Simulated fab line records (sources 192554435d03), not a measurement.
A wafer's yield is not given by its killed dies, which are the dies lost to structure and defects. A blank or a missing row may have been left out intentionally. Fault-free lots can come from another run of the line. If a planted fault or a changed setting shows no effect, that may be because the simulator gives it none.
fab line records ; flow n5-finfet
record lots=15; wafers=41; last-day=17
route steps=1938 shown BEOL_M8@1346
lots with no fault: from the same line, run without faults
start-h: start of the lot's first displayed wafer, in hours after the record's first day ; wait-h: hours since the lot's step before ; " the same as in the row above ; L1.1+2: a row that stands for several wafers ; - either no value or no given start ; * or withheld: withheld ; < > ~ a bound
route shown NAME@n: names a module that has steps shown in the file, with the first one's number in the route ; usual: mean/standard deviation of fault-free wafers ; same: alike in all rows ; chamber/n: place in a boat ; sites: readings site by site ; _std_site: how widely they spread, as a standard deviation ; _edge_site: outer sites' mean less inner sites' ; radius-mm: for every site, how far away it sits from the centre of the wafer ; mask NAME#n: copy n ; behind: the tool/chamber that last shaped the wafer ; hold: the reason the lot was held/the length of the hold in hours/how it ended ; device: the transistor (n, p or np) that didn't switch ; end of line: tests run on the same wafers once the route is complete ; where a step has no rows: the recipe by itself ; killed: count of dies lost to structure and defects at first sort (not the wafer's yield) ; map: a wafer's dies, x killed, . not, _ none there
set.NAME: the run value of the setting; set.NAME@STEP: its run value at that earlier step ; model.NAME: the simulator's own value behind a step, which no gauge read
a sample of lots followed through the steps of the route, with each step as a table and each wafer as a row
services: a tool's chamber out of use, with start hour (start-h, from the record's first day; less than 0 if before it), hours out, and reason
## steps
# step N5_BEOL_M8_OVL_MEAS_12
# recipe points-per-wafer=44
# usual M8_OVL=0.2/0.64
lot.wafer;tool;chamber;start-h;wait-h;M8_OVL[nm]
L199.2;overlay-01;0;187.33;0.0;0.5
L199.3;overlay-01;0;187.33;0.0;0.6
L200.3;overlay-01;0;190.97;0.0;-0.2
L200.5;overlay-01;0;190.97;0.0;0.5
L200.6;overlay-01;0;190.97;0.0;0.5
L201.2;overlay-01;0;191.98;0.0;-0.2
L201.6;overlay-01;0;191.98;0.0;-0.3
L206.2;overlay-02;0;232.97;0.1;1.1
L206.4;overlay-02;0;232.97;0.1;0.1
L206.6;overlay-02;0;232.97;0.1;0.6
L208.4;overlay-02;0;236.38;0.0;-0.1
L208.5;overlay-02;0;236.38;0.0;1.1
L208.6;overlay-02;0;236.38;0.0;-0.6
L207.1;overlay-02;0;241.27;0.0;0.1
L207.2;overlay-02;0;241.27;0.0;-0.1
L207.4;overlay-02;0;241.27;0.0;-0.5
L212.3;overlay-02;0;267.67;0.0;1.1
L212.5;overlay-02;0;267.67;0.0;1.2
L213.1;overlay-02;0;275.21;0.0;1.1
L213.2;overlay-02;0;275.21;0.0;0.8
L213.4;overlay-02;0;275.21;0.0;-0.2
L215.1;overlay-02;0;275.67;0.0;-0.5
L215.4;overlay-02;0;275.67;0.0;-0.5
L215.6;overlay-02;0;275.67;0.0;-0.4
L214.1;overlay-01;0;285.92;0.0;0.4
L214.4;overlay-01;0;285.92;0.0;0.7
L214.6;overlay-01;0;285.92;0.0;1.5
L218.1;overlay-01;0;298.36;0.0;1.1
L218.5;overlay-01;0;298.36;0.0;0.6
L218.6;overlay-01;0;298.36;0.0;0.3
L219.2;overlay-01;0;300.88;0.0;-0.5
L219.3;overlay-01;0;300.88;0.0;0.6
L219.5;overlay-01;0;300.88;0.0;0.6
L220.2;overlay-01;0;306.51;0.0;-0.1
L220.4;overlay-01;0;306.51;0.0;0.3
L221.2;overlay-02;0;325.54;0.0;1.3
L221.3;overlay-02;0;325.54;0.0;0.2
L221.4;overlay-02;0;325.54;0.0;0.1
L222.2;overlay-01;0;335.36;0.0;-1.0
L222.3;overlay-01;0;335.36;0.0;-0.3
L222.6;overlay-01;0;335.36;0.0;0.1
# step N5_BEOL_M8_INSPECT_13
# recipe mode=adi; inspect-instrument=brightfield
# usual raw-defect-count=412/110
lot.wafer;tool;chamber;start-h;wait-h;raw-defect-count
L199.2;defect-inspect-01;-;187.35;0.0;292
L199.3;defect-inspect-01;-;187.35;0.0;249
L200.3;defect-inspect-02;-;190.99;0.0;506
L200.5;defect-inspect-02;-;190.99;0.0;395
L200.6;defect-inspect-02;-;190.99;0.0;347
L201.2;defect-inspect-01;-;192.01;0.0;353
L201.6;defect-inspect-01;-;192.01;0.0;416
L206.2;defect-inspect-02;-;232.99;0.0;385
L206.4;defect-inspect-02;-;232.99;0.0;503
L206.6;defect-inspect-02;-;232.99;0.0;483
L208.4;defect-inspect-01;-;236.41;0.0;411
L208.5;defect-inspect-01;-;236.41;0.0;422
L208.6;defect-inspect-01;-;236.41;0.0;298
L207.1;defect-inspect-02;-;241.30;0.0;383
L207.2;defect-inspect-02;-;241.30;0.0;538
L207.4;defect-inspect-02;-;241.30;0.0;514
L212.3;defect-inspect-01;-;267.69;0.0;356
L212.5;defect-inspect-01;-;267.69;0.0;306
L213.1;defect-inspect-02;-;275.23;0.0;464
L213.2;defect-inspect-02;-;275.23;0.0;702
L213.4;defect-inspect-02;-;275.23;0.0;472
L215.1;defect-inspect-02;-;275.69;0.0;499
L215.4;defect-inspect-02;-;275.69;0.0;427
L215.6;defect-inspect-02;-;275.69;0.0;374
L214.1;defect-inspect-02;-;285.94;0.0;767
L214.4;defect-inspect-02;-;285.94;0.0;610
L214.6;defect-inspect-02;-;285.94;0.0;501
L218.1;defect-inspect-01;-;298.38;0.0;410
L218.5;defect-inspect-01;-;298.38;0.0;342
L218.6;defect-inspect-01;-;298.38;0.0;374
L219.2;defect-inspect-02;-;300.90;0.0;519
L219.3;defect-inspect-02;-;300.90;0.0;750
L219.5;defect-inspect-02;-;300.90;0.0;547
L220.2;defect-inspect-01;-;306.53;0.0;383
L220.4;defect-inspect-01;-;306.53;0.0;420
L221.2;defect-inspect-01;-;325.57;0.0;348
L221.3;defect-inspect-01;-;325.57;0.0;349
L221.4;defect-inspect-01;-;325.57;0.0;545
L222.2;defect-inspect-01;-;335.38;0.0;380
L222.3;defect-inspect-01;-;335.38;0.0;417
L222.6;defect-inspect-01;-;335.38;0.0;385
# step N5_BEOL_M8_STRIP_67
# recipe chemistry=CF4; resist=SiARC; power-w=300; bias-power-w=75; pressure-mtorr=50; cf4-flow-sccm=150; rf-frequency-hz=6e+07
# usual drypump-motor-current-A=5.7/0.37; oes-product-au=0.79/0.09; rf-vpp-V=271.1/1.6; showerhead-plenum-p-Torr=1.79/0.056; throttle-valve-pct=13.68/0.25
lot.wafer;tool;chamber;start-h;wait-h;drypump-motor-current-A;oes-product-au;rf-hours-counter-h;rf-vpp-V;showerhead-plenum-p-Torr;throttle-valve-pct
L199.2;rie-diel-04;1;187.66;0.0;5.4;0.86;59;270.9;1.81;13.53
L199.3;rie-diel-04;3;187.66;0.0;5.6;0.73;200;270.9;1.80;13.95
L200.3;rie-diel-02;1;191.26;0.0;5.5;0.71;205;271.9;1.86;13.95
L200.5;rie-diel-02;1;191.26;0.0;5.5;0.71;-;273.0;1.86;13.96
L200.6;rie-diel-02;0;191.26;0.0;5.3;0.86;-;272.0;1.82;13.67
L201.2;rie-diel-04;3;192.28;0.0;5.6;0.73;202;270.2;1.80;13.99
L201.6;rie-diel-04;1;192.28;0.0;5.4;0.85;-;271.1;1.81;13.53
L206.2;rie-diel-06;0;233.27;0.0;5.9;0.97;5;272.4;1.81;13.18
L206.4;rie-diel-06;2;233.27;0.0;5.3;0.71;-;268.9;1.69;13.83
L206.6;rie-diel-06;3;233.27;0.0;5.9;0.98;-;270.2;1.75;13.61
L208.4;rie-diel-04;2;237.38;0.0;6.4;0.72;207;268.6;1.70;13.65
L208.5;rie-diel-04;3;237.38;0.0;5.6;0.71;-;271.7;1.79;14.00
L208.6;rie-diel-04;2;237.38;0.0;6.4;0.72;-;267.9;1.70;13.67
L207.1;rie-diel-02;3;241.66;0.0;5.7;0.82;79;274.4;1.87;13.42
L207.2;rie-diel-02;1;241.66;0.0;5.5;0.70;222;271.9;1.85;14.00
L207.4;rie-diel-02;2;241.66;0.0;5.0;0.71;222;272.0;1.79;13.84
L212.3;rie-diel-04;3;267.96;0.0;5.7;0.70;232;269.9;1.79;14.03
L212.5;rie-diel-04;2;267.96;0.0;6.4;0.71;-;270.7;1.70;13.68
L213.1;rie-diel-02;3;275.73;0.0;5.8;0.80;92;273.2;1.86;13.47
L213.2;rie-diel-02;1;275.73;0.0;5.5;0.69;236;272.3;1.85;14.02
L213.4;rie-diel-02;0;275.73;0.0;5.4;0.82;-;271.1;1.82;13.74
L215.1;rie-diel-02;3;275.99;0.0;5.8;0.79;92;272.8;1.86;13.46
L215.4;rie-diel-02;1;275.99;0.0;5.5;0.69;-;272.9;1.85;14.03
L215.6;rie-diel-02;0;275.99;0.0;5.3;0.82;-;271.6;1.82;13.75
L214.1;rie-diel-06;1;286.22;0.0;6.1;0.93;12;271.3;1.84;13.45
L214.4;rie-diel-06;1;286.22;0.0;6.1;0.92;-;271.6;1.84;13.44
L214.6;rie-diel-06;3;286.22;0.0;5.9;0.91;-;268.6;1.74;13.66
L218.1;rie-diel-06;2;298.66;0.0;5.2;0.95;3;273.6;1.89;13.30
L218.5;rie-diel-06;1;298.66;0.0;6.1;0.90;-;270.6;1.84;13.48
L218.6;rie-diel-06;2;298.66;0.0;5.3;0.96;-;274.0;1.89;13.28
L219.2;rie-diel-02;0;301.17;0.0;5.3;0.81;91;270.3;1.81;13.75
L219.3;rie-diel-02;2;301.17;0.0;5.0;0.69;240;270.2;1.78;13.88
L219.5;rie-diel-02;1;301.17;0.0;5.5;0.69;-;272.8;1.85;14.05
L220.2;rie-diel-06;3;306.80;0.0;5.9;0.89;30;270.6;1.74;13.66
L220.4;rie-diel-06;0;306.80;0.0;6.0;0.90;34;271.8;1.80;13.24
L221.2;rie-diel-04;1;325.84;0.0;5.4;0.80;111;272.1;1.80;13.66
L221.3;rie-diel-04;0;325.84;0.0;6.1;0.74;159;269.7;1.73;13.69
L221.4;rie-diel-04;0;325.84;0.0;6.1;0.74;-;270.3;1.73;13.68
L222.2;rie-diel-06;2;335.65;0.0;5.3;0.92;16;273.2;1.89;13.33
L222.3;rie-diel-06;3;335.65;0.0;5.9;0.87;39;270.7;1.74;13.69
L222.6;rie-diel-06;3;335.65;0.0;5.9;0.87;-;271.2;1.74;13.70
# step N5_BEOL_M8_DEVELOP_27
# recipe develop-time-s=30; developer=TMAH; resist=CAR-EUV; rinse-liquid=surfactant-rinse; dry=air-spin; dev-temp-c=23
# usual chill-plate-temp-C=23.01/0.11; develop-time-s=30/0
lot.wafer;tool;chamber;start-h;wait-h;chill-plate-temp-C;develop-time-s
L199.2;litho-track-03;0;188.36;-;22.97;30
L199.3;litho-track-03;0;188.36;-;22.88;30
L201.2;litho-track-04;0;193.23;-;23.18;30
L201.6;litho-track-04;0;193.23;-;23.19;30
L200.3;litho-track-03;0;193.40;-;22.97;30
L200.5;litho-track-03;0;193.40;-;23.04;30
L200.6;litho-track-03;0;193.40;-;22.88;30
L206.2;litho-track-03;-;233.74;-;-;-
L206.4;litho-track-03;-;233.74;-;-;-
L206.6;litho-track-03;-;233.74;-;-;-
L208.4;litho-track-04;-;238.11;-;-;-
L208.5;litho-track-04;-;238.11;-;-;-
L208.6;litho-track-04;-;238.11;-;-;-
L207.1;litho-track-05;-;243.82;-;-;-
L207.2;litho-track-05;-;243.82;-;-;-
L207.4;litho-track-05;-;243.82;-;-;-
L212.3;litho-track-04;0;269.76;-;23.07;30
L212.5;litho-track-04;0;269.76;-;23.05;30
L213.1;litho-track-04;0;276.49;-;23.04;30
L213.2;litho-track-04;0;276.49;-;23.01;30
L213.4;litho-track-04;0;276.49;-;23.09;30
L215.1;litho-track-04;0;276.68;-;23.13;30
L215.4;litho-track-04;0;276.68;-;23.05;30
L215.6;litho-track-04;0;276.68;-;23.02;30
L214.1;litho-track-05;0;286.90;-;22.91;30
L214.4;litho-track-05;0;286.90;-;22.93;30
L214.6;litho-track-05;0;286.90;-;22.85;30
L218.1;litho-track-05;0;299.32;-;23.06;30
L218.5;litho-track-05;0;299.32;-;22.97;30
L218.6;litho-track-05;0;299.32;-;23.00;30
L219.2;litho-track-03;0;301.67;-;22.96;30
L219.3;litho-track-03;0;301.67;-;22.79;30
L219.5;litho-track-03;0;301.67;-;23.00;30
L220.2;litho-track-03;0;307.34;-;22.68;30
L220.4;litho-track-03;0;307.34;-;22.94;30
L221.2;litho-track-03;0;326.86;-;22.86;30
L221.3;litho-track-03;0;326.86;-;23.03;30
L221.4;litho-track-03;0;326.86;-;23.02;30
L222.2;litho-track-04;0;336.53;-;23.11;30
L222.3;litho-track-04;0;336.53;-;23.07;30
L222.6;litho-track-04;0;336.53;-;23.02;30
## services
tool;chamber;start-h;hours;kind
rie-diel-02;-;192.75;0.2;repair
rie-diel-06;0;198.38;-;clean
rie-diel-06;0;198.38;-;consumable-replace:focus-ring
rie-diel-06;0;198.38;20.0;scheduled-down
rie-diel-06;0;198.38;20.0;vent-cycle
rie-diel-04;0;208.52;8.1;repair
rie-diel-06;3;218.47;-;clean
rie-diel-06;3;218.47;-;consumable-replace:focus-ring
rie-diel-06;3;218.47;14.5;scheduled-down
rie-diel-06;3;218.47;14.5;vent-cycle
rie-diel-06;-;224.00;4.3;pm
rie-diel-06;1;232.93;-;clean
rie-diel-02;2;266.21;11.0;repair
rie-diel-04;-;279.19;1.3;repair
rie-diel-04;2;280.55;4.1;repair
rie-diel-02;1;308.79;-;clean
rie-diel-02;1;308.79;-;consumable-replace:focus-ring
rie-diel-02;1;308.79;16.9;scheduled-down
rie-diel-02;1;308.79;16.9;vent-cycle
rie-diel-06;-;319.94;0.8;repair
rie-diel-02;2;325.73;-;clean
rie-diel-02;2;325.73;-;consumable-replace:focus-ring
rie-diel-02;2;325.73;15.4;scheduled-down
rie-diel-02;2;325.73;15.4;vent-cycle
## key
first-sign step=N5_BEOL_M8_DEVELOP_27; reading=tool-record; direction=missing
effect none on later readings
met-at N5_BEOL_M8_DEVELOP_27
struck-lots L206,L207,L208
later-rows-left-out L206.2,L206.4,L206.6,L207.1,L207.2,L207.4,L208.4,L208.5,L208.6
sort-left-out L206.2,L206.4,L206.6,L207.1,L207.2,L207.4,L208.4,L208.5,L208.6
not-acting-at N5_BEOL_M8_OVL_MEAS_12,N5_BEOL_M8_INSPECT_13,N5_BEOL_M8_STRIP_67
onset-between 193.40 233.74
fault kind=skipped-step-whole; tool=litho-track-03,litho-track-04,litho-track-05; chamber=-; onset-h=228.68; steps=N5_BEOL_M8_DEVELOP_27; scope=struck-lots-only
# sort-left-out: the simulated sort isn't trusted on such a fault, so these wafers' sort isn't shown, and their yield isn't known
# later-rows-left-out: the simulator's readings of these wafers behind a module that went badly wrong aren't trusted and aren't shown, but for the sort
